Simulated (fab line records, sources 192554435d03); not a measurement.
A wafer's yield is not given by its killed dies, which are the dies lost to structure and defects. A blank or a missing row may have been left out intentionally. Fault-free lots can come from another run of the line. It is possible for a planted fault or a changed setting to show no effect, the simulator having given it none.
Which tool was responsible? | flow n5-finfet | Sampling: 23 lots, 69 wafers, 4 of 1938 route steps

WHAT EACH GAUGE READ, for each wafer
N5_BEOL_M4_CD_MEAS_11: target cd 16.79 nm. Usual: cd-nm 16.90 nm, standard deviation 0.25.
lot  | measured     | on        | cd-nm (nm)        | flag
L074 | day 7 08:55  | cd-sem-01 | 16.82 16.52 16.70 |
L075 | day 7 14:43  | cd-sem-02 | 16.96 16.98 16.87 |
L077 | day 7 22:12  | cd-sem-03 | 16.64 16.69 17.03 |
L076 | day 8 02:29  | cd-sem-02 | 16.74 17.15 17.32 |
L078 | day 8 02:58  | cd-sem-03 | 17.17 16.78 17.28 |
L080 | day 8 11:46  | cd-sem-02 | 16.73 16.26 16.83 |
L079 | day 8 20:26  | cd-sem-03 | 16.53 17.00 17.06 |
L081 | day 9 07:29  | cd-sem-01 | 16.23 17.17 16.81 |
L082 | day 9 11:02  | cd-sem-01 | 16.69 16.44 16.71 |
L083 | day 9 19:44  | cd-sem-01 | 16.75 17.02 16.96 |
L085 | day 9 23:17  | cd-sem-01 | 16.92 16.87 16.65 |
L084 | day 10 01:01 | cd-sem-01 | 16.95 16.55 16.92 |
L086 | day 10 12:29 | cd-sem-02 | 17.06 17.10 17.03 |
L087 | day 10 16:36 | cd-sem-03 | 16.72 17.18 16.86 |
L089 | day 10 19:09 | cd-sem-01 | 16.97 17.02 16.89 |
L088 | day 10 19:19 | cd-sem-01 | 17.29 16.79 16.88 |
L090 | day 11 08:58 | cd-sem-02 | 16.64 16.78 17.42 |
L091 | day 11 15:17 | cd-sem-02 | 16.88 17.17 17.48 |
L092 | day 12 08:56 | cd-sem-02 | 16.84 16.63 16.65 |
L093 | day 12 06:37 | cd-sem-01 | 17.03 16.98 16.65 |
L094 | day 12 15:36 | cd-sem-01 | 16.83 16.66 16.97 |
L095 | day 12 20:50 | cd-sem-03 | 17.04 17.01 16.80 |
L096 | day 13 00:07 | cd-sem-03 | 17.17 17.05 17.12 |

TOOL THAT RAN EACH LOT (tool first, then ch and the chambers of the sampled wafers, then the start)
lot  | N5_BEOL_M3_ANNEAL_95         | N5_BEOL_M4_ILD_DEP_00           | N5_BEOL_M4_PECVD_72
L074 | pvd-sputter-02, day 7 06:43  | pecvd-04 ch 0,1, day 7 07:58    | pecvd-04 ch 0,1,2, day 7 08:05
L075 | pvd-sputter-01, day 7 10:49  | pecvd-04 ch 0,1, day 7 12:14    | pecvd-01 ch 0,2, day 7 12:20
L077 | pvd-sputter-03, day 7 20:23  | pecvd-02 ch 1,2, day 7 21:38    | pecvd-02 ch 0,2, day 7 21:45
L076 | pvd-sputter-02, day 7 20:58  | pecvd-02 ch 1,2, day 7 22:22    | pecvd-02 ch 0,1,2, day 7 22:29
L078 | pvd-sputter-01, day 7 23:37  | pecvd-02 ch 0,1,2, day 8 00:52  | pecvd-01 ch 0,1, day 8 00:58
L080 | pvd-sputter-01, day 8 08:25  | pecvd-02 ch 0,1,2, day 8 09:56  | pecvd-04 ch 0,1,2, day 8 10:02
L079 | pvd-sputter-01, day 8 16:52  | pecvd-02 ch 0,2, day 8 18:07    | pecvd-02 ch 0,2, day 8 18:54
L081 | pvd-sputter-03, day 9 05:23  | pecvd-01 ch 1,2, day 9 06:52    | pecvd-02 ch 0,1,2, day 9 06:58
L082 | pvd-sputter-03, day 9 08:56  | pecvd-02 ch 0,1, day 9 10:12    | pecvd-02 ch 1,2, day 9 10:18
L083 | pvd-sputter-02, day 9 17:50  | pecvd-04 ch 0,1, day 9 19:05    | pecvd-01 ch 0,2, day 9 19:11
L085 | pvd-sputter-03, day 9 21:23  | pecvd-02 ch 0,1,2, day 9 22:38  | pecvd-04 ch 0,2, day 9 22:45
L084 | pvd-sputter-02, day 9 21:38  | pecvd-01 ch 0,1, day 9 23:04    | pecvd-01 ch 0,1,2, day 9 23:10
L086 | pvd-sputter-03, day 10 06:44 | pecvd-02 ch 0,1, day 10 08:02   | pecvd-01 ch 0,1,2, day 10 08:09
L087 | pvd-sputter-03, day 10 14:14 | pecvd-02 ch 0,1,2, day 10 15:44 | pecvd-02 ch 1,2, day 10 15:50
L089 | pvd-sputter-03, day 10 16:52 | pecvd-01 ch 0,2, day 10 18:12   | pecvd-01 ch 0,1,2, day 10 18:19
L088 | pvd-sputter-02, day 10 17:07 | pecvd-02 ch 0,1,2, day 10 18:31 | pecvd-01 ch 0,1,2, day 10 18:37
L090 | pvd-sputter-02, day 11 06:39 | pecvd-02 ch 0,1,2, day 11 08:10 | pecvd-01 ch 1,2, day 11 08:16
L091 | pvd-sputter-01, day 11 12:10 | pecvd-01 ch 1,2, day 11 13:26   | pecvd-04 ch 0,1,2, day 11 13:34
L092 | pvd-sputter-03, day 12 04:42 | pecvd-01 ch 0,1, day 12 06:13   | pecvd-01 ch 0,1, day 12 06:32
L093 | pvd-sputter-02, day 12 04:46 | pecvd-01 ch 0,2, day 12 06:03   | pecvd-04 ch 1,2, day 12 06:09
L094 | pvd-sputter-03, day 12 11:56 | pecvd-01 ch 0,1,2, day 12 13:17 | pecvd-02 ch 0,1,2, day 12 13:23
L095 | pvd-sputter-01, day 12 17:53 | pecvd-04 ch 0,1,2, day 12 19:09 | pecvd-01 ch 0,1, day 12 19:15
L096 | pvd-sputter-03, day 12 20:06 | pecvd-02 ch 1,2, day 12 21:22   | pecvd-04 ch 0,1, day 12 21:28
- N5_BEOL_M3_ANNEAL_95: time 240 s.
- N5_BEOL_M4_ILD_DEP_00: deposits SiOC from DEMS/O2, target thk 79 nm, time 15.3 s.
- N5_BEOL_M4_PECVD_72: deposits SiO2 from TEOS/O2, target thk 16 nm, time 18 s.

AS READ BY THE TOOLS THEMSELVES (means over the sampled wafers that have a number; for cases with no such wafer, the mark the record gives instead)
N5_BEOL_M3_ANNEAL_95. Usual: heater-power-w 805 W, standard deviation 65; susceptor-temp-C 399.99 C, standard deviation 0.21.
lot  | tool           | heater-power-w (W) | susceptor-temp-C (C) | flag
L074 | pvd-sputter-02 | 770                | 399.89               |
L075 | pvd-sputter-01 | 769                | 400.07               |
L077 | pvd-sputter-03 | 795                | 399.93               |
L076 | pvd-sputter-02 | 813                | 400.06               |
L078 | pvd-sputter-01 | 882                | 400.07               |
L080 | pvd-sputter-01 | 890                | 399.94               |
L079 | pvd-sputter-01 | 827                | 399.93               |
L081 | pvd-sputter-03 | 795                | 399.86               |
L082 | pvd-sputter-03 | 772                | 399.99               |
L083 | pvd-sputter-02 | 724                | 399.84               |
L085 | pvd-sputter-03 | 777                | 400.08               |
L084 | pvd-sputter-02 | 835                | 400.06               |
L086 | pvd-sputter-03 | 752                | 399.87               |
L087 | pvd-sputter-03 | 759                | 399.91               |
L089 | pvd-sputter-03 | 793                | 399.98               |
L088 | pvd-sputter-02 | 803                | 400.14               |
L090 | pvd-sputter-02 | 786                | 399.99               |
L091 | pvd-sputter-01 | 885                | 400.00               |
L092 | pvd-sputter-03 | 753                | 400.21               |
L093 | pvd-sputter-02 | 729                | 400.08               |
L094 | pvd-sputter-03 | 797                | 399.75               |
L095 | pvd-sputter-01 | 834                | 399.97               |
L096 | pvd-sputter-03 | 769                | 400.09               |

N5_BEOL_M4_ILD_DEP_00. Usual: chamber-pressure-Torr 4.999 Torr, standard deviation 0.012; heater-power-w 513 W, standard deviation 64; showerhead-plenum-p-Torr 5.694 Torr, standard deviation 0.012; susceptor-temp-C 350.02 C, standard deviation 0.2; throttle-valve-pct 12.1 %, standard deviation 0.8.
lot  | tool     | chamber-pressure-Torr (Torr) | heater-power-w (W) | showerhead-plenum-p-Torr (Torr) | susceptor-temp-C (C) | throttle-valve-pct (%) | flag
L074 | pecvd-04 | 4.997                        | 471                | 5.680                           | 349.92               | 11.7                   |
L075 | pecvd-04 | 4.994                        | 443                | 5.679                           | 350.05               | 11.7                   |
L077 | pecvd-02 | 4.996                        | 523                | 5.699                           | 349.78               | 12.1                   |
L076 | pecvd-02 | 5.003                        | 561                | 5.701                           | 349.87               | 12.3                   |
L078 | pecvd-02 | 5.000                        | 548                | 5.687                           | 350.07               | 12.7                   |
L080 | pecvd-02 | 5.010                        | 526                | 5.694                           | 349.87               | 12.6                   |
L079 | pecvd-02 | 4.990                        | 553                | 5.693                           | 350.10               | 12.6                   |
L081 | pecvd-01 | 5.006                        | 492                | 5.700                           | 349.88               | 11.8                   |
L082 | pecvd-02 | 4.991                        | 506                | 5.696                           | 349.83               | 13.3                   |
L083 | pecvd-04 | 5.010                        | 422                | 5.684                           | 349.91               | 11.6                   |
L085 | pecvd-02 | 5.023                        | 496                | 5.695                           | 349.92               | 12.7                   |
L084 | pecvd-01 | 4.990                        | 515                | 5.694                           | 349.94               | 11.2                   |
L086 | pecvd-02 | 4.993                        | 555                | 5.687                           | 349.85               | 12.7                   |
L087 | pecvd-02 | 4.985                        | 549                | 5.700                           | 350.23               | 12.9                   |
L089 | pecvd-01 | 4.993                        | 501                | 5.686                           | 350.03               | 11.7                   |
L088 | pecvd-02 | 4.996                        | 552                | 5.699                           | 350.15               | 12.8                   |
L090 | pecvd-02 | 5.013                        | 507                | 5.693                           | 350.16               | 12.7                   |
L091 | pecvd-01 | 4.996                        | 492                | 5.694                           | 349.90               | 11.7                   |
L092 | pecvd-01 | 4.995                        | 504                | 5.690                           | 350.21               | 11.4                   |
L093 | pecvd-01 | 4.993                        | 479                | 5.687                           | 350.12               | 11.8                   |
L094 | pecvd-01 | 4.995                        | 534                | 5.692                           | 350.00               | 11.5                   |
L095 | pecvd-04 | 5.007                        | 478                | 5.691                           | 350.02               | 11.6                   |
L096 | pecvd-02 | 4.998                        | 547                | 5.686                           | 349.99               | 12.2                   |

N5_BEOL_M4_PECVD_72. Usual: chamber-pressure-Torr 5.499 Torr, standard deviation 0.012; heater-power-w 746 W, standard deviation 91; showerhead-plenum-p-Torr 8.77 Torr, standard deviation 0.031; susceptor-temp-C 400.02 C, standard deviation 0.22; throttle-valve-pct 22.4 %, standard deviation 1.4.
lot  | tool     | chamber-pressure-Torr (Torr) | heater-power-w (W) | showerhead-plenum-p-Torr (Torr) | susceptor-temp-C (C) | throttle-valve-pct (%) | flag
L074 | pecvd-04 | 5.502                        | 732                | 8.78                            | 400.01               | 21.7                   |
L075 | pecvd-01 | 5.498                        | 806                | 8.76                            | 399.89               | 21.9                   |
L077 | pecvd-02 | 5.483                        | 746                | 8.78                            | 400.23               | 24.7                   |
L076 | pecvd-02 | 5.502                        | 762                | 8.79                            | 400.02               | 23.7                   |
L078 | pecvd-01 | 5.504                        | 695                | 8.77                            | 399.95               | 21.5                   |
L080 | pecvd-04 | 5.495                        | 699                | 8.78                            | 399.88               | 21.6                   |
L079 | pecvd-02 | 5.498                        | 711                | 8.80                            | 399.96               | 24.9                   |
L081 | pecvd-02 | 5.499                        | 804                | 8.78                            | 400.02               | 23.8                   |
L082 | pecvd-02 | 5.503                        | 826                | 8.76                            | 400.00               | 22.8                   |
L083 | pecvd-01 | 5.496                        | 776                | 8.76                            | 400.13               | 22.1                   |
L085 | pecvd-04 | 5.495                        | 685                | 8.81                            | 399.88               | 21.0                   |
L084 | pecvd-01 | 5.508                        | 779                | 8.76                            | 400.20               | 21.6                   |
L086 | pecvd-01 | 5.503                        | 775                | 8.77                            | 400.39               | 21.6                   |
L087 | pecvd-02 | 5.486                        | 795                | 8.79                            | 399.93               | 23.0                   |
L089 | pecvd-01 | 5.492                        | 762                | 8.77                            | 399.99               | 21.7                   |
L088 | pecvd-01 | 5.490                        | 692                | 8.77                            | 399.94               | 21.7                   |
L090 | pecvd-01 | 5.500                        | 638                | 8.78                            | 399.67               | 21.5                   |
L091 | pecvd-04 | 5.494                        | 731                | 8.77                            | 400.04               | 21.7                   |
L092 | pecvd-01 | 5.487                        | 700                | 8.76                            | 400.11               | 21.5                   |
L093 | pecvd-04 | 5.503                        | 607                | 8.75                            | 400.13               | 22.5                   |
L094 | pecvd-02 | 5.508                        | 786                | 8.80                            | 400.31               | 23.9                   |
L095 | pecvd-01 | 5.504                        | 746                | 8.78                            | 400.02               | 21.1                   |
L096 | pecvd-04 | 5.501                        | 777                | 8.77                            | 399.97               | 21.6                   |

THE ANSWER, worked out from the rows above alone
Rule: lot off if the mean of its wafers having a number is beyond 3 standard deviations from the usual mean. Also off: a lot with no number at a reading for which 4 or more lots have one. The other lots that the step has rows for count as sound. After the gauges, taken in route order, come the tools' own readings; for these a lot's mean is taken, as printed above. At the first step where some lot is off, the reading lying furthest off is the one used; lots without a number count as furthest.
None of the lots is off at any reading shown; this tells nothing.

WHAT THE SIMULATOR HAD PUT IN
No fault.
